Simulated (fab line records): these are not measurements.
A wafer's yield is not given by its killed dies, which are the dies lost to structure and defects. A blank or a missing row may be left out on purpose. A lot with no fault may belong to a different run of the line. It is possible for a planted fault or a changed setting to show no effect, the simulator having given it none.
fab line records	flow nand-harc
[record] lots = 12	wafers = 36	last-day = 24
route steps=1159 shown A_CHANNEL_HOLE_D1@483 A_CHANNEL_FILL_D1@493 END@1159
lots that met no fault: taken from a fault-free run of the same line
start-h: hours from the record's opening day to when the first of the lot's shown wafers began	wait-h: time in hours since the lot's previous step	" as in the row above	L1.1+2: a row that stands for several wafers	- either no value or no given start	* or withheld: withheld	< > ~ a bound
route shown NAME@n: a module of which the file shows steps, and the number in the route of the first	usual: mean/standard deviation of fault-free wafers	same: alike in all rows	chamber/n: place in a boat	sites: readings site by site	_std_site: the values' standard deviation	_edge_site: mean of outer sites minus mean of inner sites	radius-mm: for every site, how far away it sits from the centre of the wafer	mask NAME#n: copy n	behind: the last tool/chamber to shape the wafer	hold: the reason the lot was held/the length of the hold in hours/how it ended	device: the transistor (n, p or np) that didn't switch	end of line: the same wafers' tests at the end of the route	a step given without rows: its recipe and nothing more	killed: count of dies lost to structure and defects at first sort (not the wafer's yield)	map: a wafer's dies, x killed, . not, _ none there
set.NAME: the run value of the setting; set.NAME@STEP: its run value at that earlier step	model.NAME: the simulator's own value behind a step, which no gauge read
steps of the route over a sample of lots; a table a step, a row a wafer
services: when a tool's chamber went out of use (start-h, in hours from the record's first day, below 0 if earlier), for how many hours, and the reason
[[steps]]
[step NHARC_A_CHANNEL_HOLE_D1_ETCH_44]
[recipe] target-depth-a = 1400	overetch-a = 140	time-s = 77	ion-energy-ev = 100	cf4-flow-sccm = 80	o2-flow-sccm = 20	ar-flow-sccm = 0	rf-w = 300	bias-w = 100	chemistry = CF4/O2
[usual] drypump-motor-current-A = 5.8/0.48	oes_ar_750_au = 1.000/0.0046	oes-product-au = 0.995/0.013	rf-fwd-power-W = 297.2/1.1	rf-vpp-V = 198.3/1.2	showerhead-plenum-p-Torr = 1.35/0.042	throttle-valve-pct = 13.397/0.0087
lot.wafer	tool	chamber	start-h	wait-h	drypump-motor-current-A	oes_ar_750_au	oes-product-au	rf-fwd-power-W	rf-hours-counter-h	rf-vpp-V	showerhead-plenum-p-Torr	throttle-valve-pct
L860.3	rie-diel-05	0	178.18	0.1	5.2	1.006	1.006	296.1	0	199.7	1.41	13.402
L860.1	"	1	"	"	5.5	1.002	0.980	296.1	0	198.1	1.30	13.399
L860.2	"	2	"	"	6.2	1.000	0.990	297.5	0	198.9	1.32	13.392
L862.3	rie-diel-08	1	191.88	0.0	5.2	1.012	1.008	299.4	3	198.0	1.38	13.388
L862.1	"	3	"	"	6.3	1.005	0.984	296.7	3	198.8	1.35	13.402
L862.6	"	1	"	"	5.2	1.002	1.013	297.2	-	199.2	1.38	13.400
L865.2	rie-diel-08	2	205.12	0.1	5.8	1.006	0.996	298.2	4	196.4	1.32	13.400
L865.4	"	1	"	"	5.2	1.006	1.013	296.6	4	199.0	1.38	13.388
L865.6	"	2	"	"	5.7	1.008	0.990	297.7	-	197.3	1.32	13.405
L866.4	rie-diel-05	2	222.39	0.1	6.2	1.000	0.981	296.7	3	198.3	1.32	13.386
L866.1	"	0	"	"	5.2	1.001	0.998	296.0	3	199.4	1.41	13.385
L866.6	"	1	"	"	5.5	1.000	0.977	295.5	-	197.6	1.30	13.387
L868.4	rie-diel-05	3	230.43	0.1	6.1	1.002	0.996	294.0	3	196.8	1.30	13.388
L868.1	"	1	"	"	5.5	0.999	0.979	296.5	3	196.5	1.30	13.402
L868.5	"	3	"	"	6.1	1.001	0.991	294.7	-	196.2	1.30	13.392
L869.1	rie-diel-13	0	234.12	0.1	5.3	0.996	0.999	299.2	10	198.6	1.37	13.403
L869.3	"	2	"	"	5.4	1.004	0.972	298.4	10	199.7	1.38	13.398
L869.6	"	0	"	"	5.3	1.005	0.997	298.0	-	199.9	1.37	13.396
L873.4	rie-diel-08	2	258.28	0.1	5.8	1.002	0.994	297.2	7	199.0	1.32	13.392
L873.5	"	3	"	"	6.3	1.004	0.984	298.1	-	198.3	1.35	13.382
L873.6	"	0	"	"	6.4	0.996	0.991	296.6	-	198.0	1.41	13.400
L872.2	rie-diel-08	3	262.96	0.1	6.3	1.000	0.991	298.7	7	198.1	1.35	13.404
L872.1	"	0	"	"	6.4	0.993	0.983	296.8	7	199.2	1.41	13.405
L872.3	"	1	"	"	5.2	0.999	1.022	297.6	7	197.2	1.38	13.399
L874.1	rie-diel-08	0	267.11	0.1	6.4	1.000	0.983	296.0	7	199.5	1.41	13.396
L874.2	"	3	"	"	6.3	0.997	0.989	297.1	7	197.9	1.35	13.406
L874.5	"	1	"	"	5.2	0.999	1.018	297.0	-	200.4	1.38	13.409
L879.2	rie-diel-13	0	291.32	0.0	5.3	1.003	0.987	299.4	1	198.7	1.37	13.406
L879.6	"	0	"	"	5.3	0.992	0.994	298.6	-	198.9	1.37	13.405
L879.5	"	1	"	"	4.8	1.005	1.017	297.9	-	197.3	1.35	13.394
L880.4	rie-diel-05	1	291.48	0.1	5.5	1.002	0.978	295.4	9	197.9	1.30	13.395
L880.5	"	3	"	"	6.0	0.996	0.998	297.7	-	197.2	1.30	13.401
L880.6	"	0	"	"	5.3	0.992	0.981	296.4	-	200.4	1.41	13.388
L883.1	rie-diel-08	1	314.74	0.1	5.2	0.999	1.031	296.7	0	200.0	1.38	13.408
L883.4	"	2	"	"	5.8	1.000	1.010	297.2	0	197.2	1.32	13.385
L883.6	"	1	"	"	5.2	1.003	1.034	296.0	-	199.6	1.38	13.393
[step NHARC_A_CHANNEL_FILL_D1_ALD_03]
[recipe] target-thk-a = 60	pulse-time-s = 60	ald-cycles = 58	temp-c = 630	pressure-torr = 2	material = SiNx
[usual] ald-cycles = 58/0	chamber-pressure-Torr = 2.000/0.0047	precursor-pulse-height-rel = 1.002/0.02
lot.wafer	tool	chamber	start-h	wait-h	ald-cycles	chamber-pressure-Torr	precursor-pulse-height-rel
L860.1	ald-sin-batch-02	0	-	-	58	1.998	1.002
L860.2	"	0	"	"	58	1.999	1.022
L860.3	"	0	"	"	58	1.999	0.987
L862.1	ald-sin-batch-02	0	-	-	58	1.998	0.994
L862.3	"	0	"	"	58	2.003	1.005
L862.6	"	0	"	"	58	1.999	1.020
L865.2	ald-sin-batch-03	0	-	-	58	1.990	1.002
L865.4	"	0	"	"	58	1.989	0.993
L865.6	"	0	"	"	58	1.991	0.984
L866.1	ald-sin-batch-01	0	-	-	58	2.002	1.006
L866.4	"	0	"	"	58	2.003	1.011
L866.6	"	0	"	"	58	2.009	0.976
L868.1	ald-sin-batch-02	0	-	-	58	1.997	1.008
L868.4	"	0	"	"	58	1.998	0.990
L868.5	"	0	"	"	58	2.002	1.010
L869.1	ald-sin-batch-01	0	-	-	58	2.004	0.989
L869.3	"	0	"	"	58	2.003	1.011
L869.6	"	0	"	"	58	1.997	0.980
L873.4	ald-sin-batch-02	0	-	-	58	1.998	1.019
L873.5	"	0	"	"	58	2.004	1.029
L873.6	"	0	"	"	58	1.998	1.040
L872.1	ald-sin-batch-01	0	-	-	58	2.002	1.000
L872.2	"	0	"	"	58	2.002	1.008
L872.3	"	0	"	"	58	1.994	0.996
L874.1	ald-sin-batch-01	0	-	-	58	2.005	0.958
L874.2	"	0	"	"	58	2.000	1.001
L874.5	"	0	"	"	58	2.001	1.014
L879.2	ald-sin-batch-01	0	-	-	58	2.011	1.025
L879.5	"	0	"	"	58	2.004	0.981
L879.6	"	0	"	"	58	2.001	0.989
L880.4	ald-sin-batch-01	0	-	-	58	1.994	0.996
L880.5	"	0	"	"	58	2.001	0.992
L880.6	"	0	"	"	58	1.995	0.980
L883.1	ald-sin-batch-02	0	-	-	58	2.006	1.019
L883.4	"	0	"	"	58	1.999	1.004
L883.6	"	0	"	"	58	2.003	0.963
[step NHARC_A_CHANNEL_FILL_D1_ALD_14]
[recipe] target-thk-a = 25	pulse-time-s = 10	ald-cycles = 25	temp-c = 300	material = SiO2
[usual] ald-cycles = 25/0	heater-power-w = 454/35	precursor-pulse-height-rel = 1.000/0.02
lot.wafer	tool	chamber	start-h	wait-h	ald-cycles	heater-power-w	precursor-pulse-height-rel
L860.1	ald-hk-02	0	185.14	0.0	25	482	1.012
L860.2	"	1	"	"	25	392	1.008
L860.3	"	2	"	"	25	454	0.996
L862.3	ald-hk-04	0	200.17	0.1	25	469	1.034
L862.1	"	1	"	"	25	460	0.996
L862.6	"	3	"	"	25	479	1.004
L865.4	ald-hk-02	1	217.43	0.1	25	393	0.970
L865.2	"	3	"	"	25	476	0.961
L865.6	"	0	"	"	25	467	1.001
L866.1	ald-hk-02	0	230.55	0.0	25	483	1.016
L866.4	"	3	"	"	25	471	0.984
L866.6	"	1	"	"	25	403	0.989
L868.1	ald-hk-03	1	238.38	0.3	25	466	0.985
L868.4	"	2	"	"	25	400	0.966
L868.5	"	1	"	"	25	461	1.030
L869.3	ald-hk-03	1	244.69	0.1	25	461	1.033
L869.1	"	2	"	"	25	389	0.961
L869.6	"	1	"	"	25	459	0.991
L873.4	ald-hk-02	1	267.26	0.1	25	398	0.990
L873.6	"	3	"	"	25	470	0.965
L873.5	"	0	"	"	25	491	0.990
L872.2	ald-hk-03	1	271.40	0.3	25	462	1.026
L872.3	"	2	"	"	25	399	1.001
L872.1	"	3	"	"	25	503	1.006
L874.2	ald-hk-04	1	275.55	0.3	25	449	1.010
L874.1	"	2	"	"	25	468	0.964
L874.5	"	1	"	"	25	464	0.984
L880.4	ald-hk-02	3	299.55	0.1	25	451	0.993
L880.5	"	2	"	"	25	441	1.031
L880.6	"	3	"	"	25	426	0.979
L879.2	ald-hk-03	2	299.57	0.1	25	397	0.979
L879.6	"	0	"	"	25	440	1.028
L879.5	"	1	"	"	25	459	0.991
L883.1	ald-hk-04	1	322.96	0.1	25	461	1.038
L883.4	"	3	"	"	25	480	1.024
L883.6	"	0	"	"	25	469	0.977
[step NHARC_A_CHANNEL_FILL_D1_ALD_15]
[recipe] target-thk-a = 20	pulse-time-s = 60	ald-cycles = 19	temp-c = 630	pressure-torr = 2	material = SiNx
[usual] ald-cycles = 19/0	chamber-pressure-Torr = 2.000/0.0046	precursor-pulse-height-rel = 1.001/0.02
lot.wafer	tool	chamber	start-h	wait-h	ald-cycles	chamber-pressure-Torr	precursor-pulse-height-rel
L860.1	ald-sin-batch-01	0	188.25	-	19	1.992	1.000
L860.2	"	0	"	"	19	2.002	1.006
L860.3	"	0	"	"	19	1.999	0.980
L862.1	ald-sin-batch-01	0	203.21	-	19	1.996	0.996
L862.3	"	0	"	"	19	1.996	0.991
L862.6	"	0	"	"	19	2.000	0.982
L865.2	ald-sin-batch-02	0	220.51	-	19	1.990	0.991
L865.4	"	0	"	"	19	1.999	0.968
L865.6	"	0	"	"	19	1.997	1.031
L866.1	ald-sin-batch-01	0	233.68	-	19	1.997	0.983
L866.4	"	0	"	"	19	2.003	0.987
L866.6	"	0	"	"	19	2.003	0.991
L868.1	ald-sin-batch-02	0	241.51	-	19	1.998	1.020
L868.4	"	0	"	"	19	2.003	1.015
L868.5	"	0	"	"	19	1.999	0.984
L869.1	ald-sin-batch-03	0	247.77	-	19	2.006	1.026
L869.3	"	0	"	"	19	2.004	1.012
L869.6	"	0	"	"	19	2.004	0.997
L873.4	ald-sin-batch-02	0	270.30	-	19	1.997	1.022
L873.5	"	0	"	"	19	2.005	1.009
L873.6	"	0	"	"	19	2.004	0.988
L872.1	ald-sin-batch-02	0	274.48	-	19	1.989	0.950
L872.2	"	0	"	"	19	2.005	1.032
L872.3	"	0	"	"	19	1.996	1.016
L874.1	ald-sin-batch-01	0	278.46	-	19	2.000	0.988
L874.2	"	0	"	"	19	1.999	0.975
L874.5	"	0	"	"	19	2.002	0.980
L879.2	ald-sin-batch-02	0	302.62	-	15	2.006	0.978
L879.5	"	0	"	"	15	2.006	1.008
L879.6	"	0	"	"	15	2.010	0.974
L880.4	ald-sin-batch-02	0	302.62	-	15	1.993	1.020
L880.5	"	0	"	"	15	1.994	1.030
L880.6	"	0	"	"	15	1.991	1.007
L883.1	ald-sin-batch-01	0	326.05	-	19	2.005	0.982
L883.4	"	0	"	"	19	2.000	1.025
L883.6	"	0	"	"	19	2.002	1.009
[step NHARC_END_SORT_01]
[recipe] temp-c = 25
[usual] killed-at-array = 26/8.4	killed-at-other = 0.7/0.97	killed-at-periphery = 3.2/2.2	killed-dies = 30/8.5	killed-open = 3.4/2	killed-short = 2/1.3
[same] gross-dies = 677
lot.wafer	tool	chamber	start-h	wait-h	killed-at-array	killed-at-other	killed-at-periphery	killed-dies	killed-open	killed-short
L862.1	prober-01	0	457.36	2.5	15	0	0	15	1	4
L862.3	prober-01	0	458.93	3.1	26	0	0	26	7	2
L862.6	prober-01	0	461.29	3.9	23	0	1	24	4	5
L866.1	prober-02	0	482.36	2.4	29	2	1	32	2	0
L866.4	prober-02	0	484.74	3.4	31	0	3	34	2	1
L866.6	prober-02	0	486.33	4.0	21	2	3	26	2	3
L869.1	prober-02	0	497.51	2.5	30	0	2	32	5	2
L869.3	prober-02	0	499.11	3.1	26	1	6	33	8	2
L869.6	prober-02	0	501.51	4.0	26	0	1	27	3	1
L868.1	prober-02	0	505.30	2.5	23	0	1	24	0	1
L868.4	prober-02	0	507.68	3.4	26	0	2	28	4	3
L868.5	prober-02	0	508.47	3.7	27	0	3	30	5	2
L872.1	prober-01	0	513.07	2.5	43	0	6	49	3	3
L872.2	prober-01	0	513.89	2.8	46	0	1	47	8	2
L872.3	prober-01	0	514.71	3.1	36	1	4	41	6	3
L874.1	prober-02	0	513.09	2.5	33	1	9	43	5	2
L874.2	prober-02	0	513.88	2.8	32	4	3	39	1	1
L874.5	prober-02	0	516.24	3.6	41	2	0	43	1	0
L873.4	prober-01	0	523.43	3.4	19	1	2	22	4	3
L873.5	prober-01	0	524.23	3.7	16	0	3	19	5	2
L873.6	prober-01	0	525.04	4.0	14	0	5	19	4	1
// killed by level:class
L862.1 A_WL_FILL:geometric-particle:short=2 A_CHANNEL_HOLE_D1:chamber-film-flake=2 A_SLIT:chamber-film-flake=2 A_WL_FILL:chamber-film-flake=2 A_BONDPAD:chamber-film-flake=2 A_ONON_D1:geometric-particle:short=1 A_CHANNEL_FILL_D1:geometric-particle:short=1 A_WL_FILL:geometric-particle:open=1
L862.3 A_CONTACT:geometric-particle:open=4 A_CHANNEL_FILL_D1:chamber-film-flake=4 A_SLIT:chamber-film-flake=3 A_CONTACT:chamber-film-flake=3 A_CHANNEL_HOLE_D1:chamber-film-flake=2 A_STAIRCASE:chamber-film-flake=2 A_SOURCE_PLATE:geometric-particle:short=1 A_ONON_D1:geometric-particle:open=1
L862.6 A_CHANNEL_FILL_D1:chamber-film-flake=3 A_CONTACT:chamber-film-flake=3 A_BONDPAD:chamber-film-flake=3 A_ONON_D1:geometric-particle:short=2 A_WL_FILL:geometric-particle:short=2 A_CONTACT:geometric-particle:open=2 A_CHANNEL_HOLE_D1:chamber-film-flake=2 A_SLIT:chamber-film-flake=2
L866.1 A_CHANNEL_HOLE_D1:chamber-film-flake=20 A_CONTACT:chamber-film-flake=4 THIN_TSV:chamber-film-flake=2 A_CONTACT:geometric-particle:open=1 A_M0:geometric-particle:open=1 P_STI:chamber-film-flake=1 A_STAIRCASE:chamber-film-flake=1 A_SLIT:chamber-film-flake=1
L866.4 A_CHANNEL_HOLE_D1:chamber-film-flake=16 A_CONTACT:chamber-film-flake=6 A_STAIRCASE:chamber-film-flake=3 A_SLIT:chamber-film-flake=2 P_CONTACT:geometric-particle:open=1 A_SOURCE_PLATE:geometric-particle:short=1 A_M1:geometric-particle:open=1 P_STI:chamber-film-flake=1
L866.6 A_CHANNEL_HOLE_D1:chamber-film-flake=10 A_ZERO_WELL:chamber-film-flake=2 A_CONTACT:chamber-film-flake=2 THIN_TSV:chamber-film-flake=2 P_GATE:geometric-particle:short=1 A_SOURCE_PLATE:geometric-particle:open=1 A_CHANNEL_HOLE_D1:geometric-particle:short=1 A_CHANNEL_FILL_D1:geometric-particle:short=1
L869.1 A_SLIT:chamber-film-flake=15 A_STAIRCASE:chamber-film-flake=6 A_CHANNEL_HOLE_D1:chamber-film-flake=3 P_CONTACT:geometric-particle:open=1 A_ONON_D1:geometric-particle:open=1 A_ONON_D1:geometric-particle:short=1 A_CHANNEL_FILL_D1:geometric-particle:open=1 A_WL_FILL:geometric-particle:open=1
L869.3 A_SLIT:chamber-film-flake=13 A_CHANNEL_HOLE_D1:chamber-film-flake=6 P_GATE:geometric-particle:open=2 P_GATE:geometric-particle:short=1 P_CONTACT:geometric-particle:open=1 P_M0:geometric-particle:open=1 A_ONON_D1:geometric-particle:open=1 A_CHANNEL_FILL_D1:geometric-particle:open=1
L869.6 A_STAIRCASE:chamber-film-flake=9 A_SLIT:chamber-film-flake=9 A_CONTACT:chamber-film-flake=3 A_CHANNEL_FILL_D1:geometric-particle:short=1 A_SGD_CUT:geometric-particle:open=1 A_BLC:geometric-particle:open=1 A_M0:geometric-particle:open=1 P_STI:chamber-film-flake=1
L868.1 A_CHANNEL_HOLE_D1:chamber-film-flake=17 A_STAIRCASE:chamber-film-flake=3 A_M0:geometric-particle:short=1 P_STI:chamber-film-flake=1 A_WL_FILL:chamber-film-flake=1 A_CONTACT:chamber-film-flake=1
L868.4 A_CHANNEL_HOLE_D1:chamber-film-flake=16 A_CHANNEL_FILL_D1:geometric-particle:short=2 P_STI:chamber-film-flake=2 A_CONTACT:chamber-film-flake=2 A_ONON_D1:geometric-particle:short=1 A_CHANNEL_HOLE_D1:geometric-particle:open=1 A_CONTACT:geometric-particle:open=1 A_BLC:geometric-particle:open=1
L868.5 A_CHANNEL_HOLE_D1:chamber-film-flake=16 A_CHANNEL_FILL_D1:geometric-particle:open=3 A_STAIRCASE:chamber-film-flake=3 P_STI:chamber-film-flake=2 P_M0:geometric-particle:open=1 A_WL_FILL:geometric-particle:short=1 A_CONTACT:geometric-particle:short=1 A_BLC:geometric-particle:open=1
L872.1 A_CHANNEL_HOLE_D1:chamber-film-flake=16 A_SLIT:chamber-film-flake=15 A_M1:chamber-film-flake=4 P_GATE:chamber-film-flake=3 A_CONTACT:chamber-film-flake=3 P_CONTACT:geometric-particle:short=1 P_CONTACT:geometric-particle:open=1 A_WL_FILL:geometric-particle:short=1
L874.1 A_CHANNEL_HOLE_D1:chamber-film-flake=15 P_BONDPAD:chamber-film-flake=7 A_STAIRCASE:chamber-film-flake=7 A_SGD_CUT:geometric-particle:short=2 P_GATE:chamber-film-flake=2 A_WL_FILL:chamber-film-flake=2 A_M1:chamber-film-flake=2 A_SOURCE_PLATE:geometric-particle:open=1
L874.2 A_CHANNEL_HOLE_D1:chamber-film-flake=15 A_STAIRCASE:chamber-film-flake=7 THIN_TSV:chamber-film-flake=4 A_M1:chamber-film-flake=3 P_BONDPAD:chamber-film-flake=2 A_CHANNEL_FILL_D1:chamber-film-flake=2 A_CONTACT:chamber-film-flake=2 A_CHANNEL_FILL_D1:geometric-particle:short=1
L872.2 A_CHANNEL_HOLE_D1:chamber-film-flake=18 A_SLIT:chamber-film-flake=8 A_STAIRCASE:chamber-film-flake=4 A_CONTACT:geometric-particle:open=3 A_M1:chamber-film-flake=3 A_M1:geometric-particle:open=2 A_ONON_D1:geometric-particle:open=1 A_CHANNEL_FILL_D1:geometric-particle:open=1
L872.3 A_CHANNEL_HOLE_D1:chamber-film-flake=16 A_SLIT:chamber-film-flake=10 A_CONTACT:geometric-particle:open=3 A_CONTACT:chamber-film-flake=2 P_CONTACT:geometric-particle:short=1 P_CONTACT:geometric-particle:open=1 P_M0:geometric-particle:short=1 A_CHANNEL_FILL_D1:geometric-particle:short=1
L874.5 A_CHANNEL_HOLE_D1:chamber-film-flake=23 A_STAIRCASE:chamber-film-flake=8 A_CONTACT:chamber-film-flake=3 A_M1:chamber-film-flake=3 A_WL_FILL:chamber-film-flake=2 THIN_TSV:chamber-film-flake=2 A_CHANNEL_FILL_D1:geometric-particle:open=1 A_CHANNEL_FILL_D1:chamber-film-flake=1
L873.4 A_CONTACT:chamber-film-flake=4 A_CHANNEL_HOLE_D1:chamber-film-flake=3 P_CONTACT:geometric-particle:open=2 A_CONTACT:geometric-particle:open=2 A_STAIRCASE:chamber-film-flake=2 A_SLIT:chamber-film-flake=2 A_ONON_D1:geometric-particle:short=1 A_BLC:geometric-particle:short=1
L873.5 A_STAIRCASE:chamber-film-flake=4 P_GATE:geometric-particle:open=2 A_CONTACT:chamber-film-flake=2 A_M1:chamber-film-flake=2 P_M0:geometric-particle:open=1 A_ONON_D1:geometric-particle:short=1 A_CHANNEL_FILL_D1:geometric-particle:short=1 A_CONTACT:geometric-particle:open=1
L873.6 A_CHANNEL_HOLE_D1:chamber-film-flake=3 A_CONTACT:geometric-particle:open=3 A_STAIRCASE:chamber-film-flake=3 P_GATE:chamber-film-flake=2 A_CONTACT:chamber-film-flake=2 P_GATE:geometric-particle:short=1 P_CONTACT:geometric-particle:open=1 P_ZERO_WELL:chamber-film-flake=1
[[services]]
tool	chamber	start-h	hours	kind
rie-diel-08	0	158.34	-	clean
rie-diel-08	1	158.34	-	clean
rie-diel-08	2	158.34	-	clean
rie-diel-08	3	158.34	-	clean
rie-diel-05	-	163.60	9.0	pm
rie-diel-08	0	182.84	-	clean
rie-diel-08	1	182.84	-	clean
rie-diel-08	2	182.84	-	clean
rie-diel-08	3	182.84	-	clean
ald-hk-04	-	188.85	10.0	pm
rie-diel-08	0	207.34	-	clean
rie-diel-08	1	207.34	-	clean
rie-diel-08	2	225.44	3.0	repair
rie-diel-05	3	247.42	4.0	repair
rie-diel-05	0	257.70	2.1	repair
rie-diel-08	1	268.94	17.0	repair
rie-diel-13	-	276.00	9.0	pm
ald-hk-04	-	286.73	0.4	repair
rie-diel-08	3	296.12	1.3	repair
rie-diel-08	-	301.84	9.0	pm
rie-diel-05	0	315.15	4.4	repair
ald-sin-batch-03	-	315.43	26.0	pm
ald-hk-03	-	322.00	10.0	pm
rie-diel-13	3	323.01	5.2	repair
[[key]]
[first-sign] step = NHARC_A_CHANNEL_FILL_D1_ALD_15	reading = ald-cycles	direction = down	sigmas = 99+	usual = 19	struck = 15
effect none on later readings
met-at NHARC_A_CHANNEL_FILL_D1_ALD_15
struck-lots L879,L880
tester-left-out L879,L880
not-acting-at NHARC_A_CHANNEL_HOLE_D1_ETCH_44,NHARC_A_CHANNEL_FILL_D1_ALD_03,NHARC_A_CHANNEL_FILL_D1_ALD_14
onset-between 274.48 302.62
[fault] kind = process-parameter-drift	tool = ald-sin-batch-02	chamber = -	onset-h = 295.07	steps = NHARC_A_CHANNEL_FILL_D1_ALD_15	channel = ald-cycles	offset = -4	shape = step	end-h = 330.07	acts-in = these-recipes-only	stated = 19
// tester-left-out: of these lots the tester's yield and bins aren't shown, on N5 and GAA mostly nor the transistor test; their killed dies are dies lost to structure and defects alone, not to doping, threshold or leakage, so they don't give the yield
